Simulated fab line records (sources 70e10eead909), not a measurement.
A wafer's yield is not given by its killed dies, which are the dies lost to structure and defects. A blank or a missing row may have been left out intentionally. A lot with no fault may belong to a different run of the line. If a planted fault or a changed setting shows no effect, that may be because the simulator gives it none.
2 desks, one fault    flow nand harc    only its own numbers are on each desk; what lay behind them is given at the end

== FOR THE TOOL OWNER'S DESK: rie diel-08 ==
The tool's own readings at NHARC_A_CONTACT_ETCH_92 (etches the open film in CH3F/O2, target depth 40 nm, time 85.7 s): means of the sampled wafers that have a number, for each lot that ran on this tool. Marked OUT: a lot whose mean sits more than 4 standard deviations from the usual mean, which makes it out of limits; the brackets give that distance.
Columns: A = drypump motor current A at NHARC_A_CONTACT_ETCH_92, usual 5.8 A; B = oes product au at NHARC_A_CONTACT_ETCH_92, usual 0.934 a.u.; C = rf vpp V at NHARC_A_CONTACT_ETCH_92, usual 244.3 V; D = run length s at NHARC_A_CONTACT_ETCH_92, usual 106.9 s; E = showerhead plenum p Torr at NHARC_A_CONTACT_ETCH_92, usual 2.46 Torr; F = throttle valve pct at NHARC_A_CONTACT_ETCH_92, usual 20.662 %
lot   first seen here  A    B      C      D               E     F
L318  day 17 16:39     6.2  0.927  244.0  106.8           2.44  20.659
L319  day 18 12:13     6.2  1.000  244.4  106.6           2.51  20.664
L326  day 19 05:42     6.2  0.929  245.4  96.8 (-21) OUT  2.51  20.669
L329  day 20 05:32     6.4  0.925  244.3  77.1 (-63) OUT  2.50  20.659
This desk finds L326, L329 out of limits, L326 being first, at day 19 05:42 (run length s at NHARC_A_CONTACT_ETCH_92). L318, L319 stayed within limits.

== AT THE METROLOGY DESK ==
Means of the sampled wafers that have a number, per lot and without regard to the tool the lot ran on: this is what the gauges read. Marked OUT: a lot whose mean sits more than 4 standard deviations from the usual mean, which makes it out of limits; the brackets give that distance.
Columns: A = cd nm at NHARC_A_CONTACT_CD_MEAS_15, usual 89.9 nm
lot   first seen here  A
L317  day 16 21:29     90.3
L318  day 17 16:51     89.9
L319  day 18 12:30     90.3
L326  day 19 06:14     89.9
L331  day 20 03:10     89.7
L329  day 20 05:45     89.4
L330  day 20 12:56     90.4
L332  day 20 16:22     90.1
L334  day 21 04:26     89.4
L335  day 21 08:25     89.7
L336  day 21 13:24     90.1
L340  day 22 04:37     90.5
L338  day 22 11:52     89.9
Finding of this desk: none of the 13 lots has anything out of limits.

== TAKEN TOGETHER ==
The tool owner's desk had the chance to raise an alarm at day 19 05:42 on L326, L329.
At the metrology desk, nothing out of limits was observed.
The metrology desk holds a record of L326, L329, inside its limits.
Every lot named ran NHARC_A_CONTACT_ETCH_92 on rie diel-08.

== WHAT THE SIMULATOR HAD INSERTED ==
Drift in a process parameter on rie diel-08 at NHARC_A_CONTACT_ETCH_92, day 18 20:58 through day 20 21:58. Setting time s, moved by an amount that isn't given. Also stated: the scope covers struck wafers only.
Struck lots among those shown: L326, L329.
Time in hours from fault onset to the first out-of-limits reading at each desk: the tool owner's desk, 9.
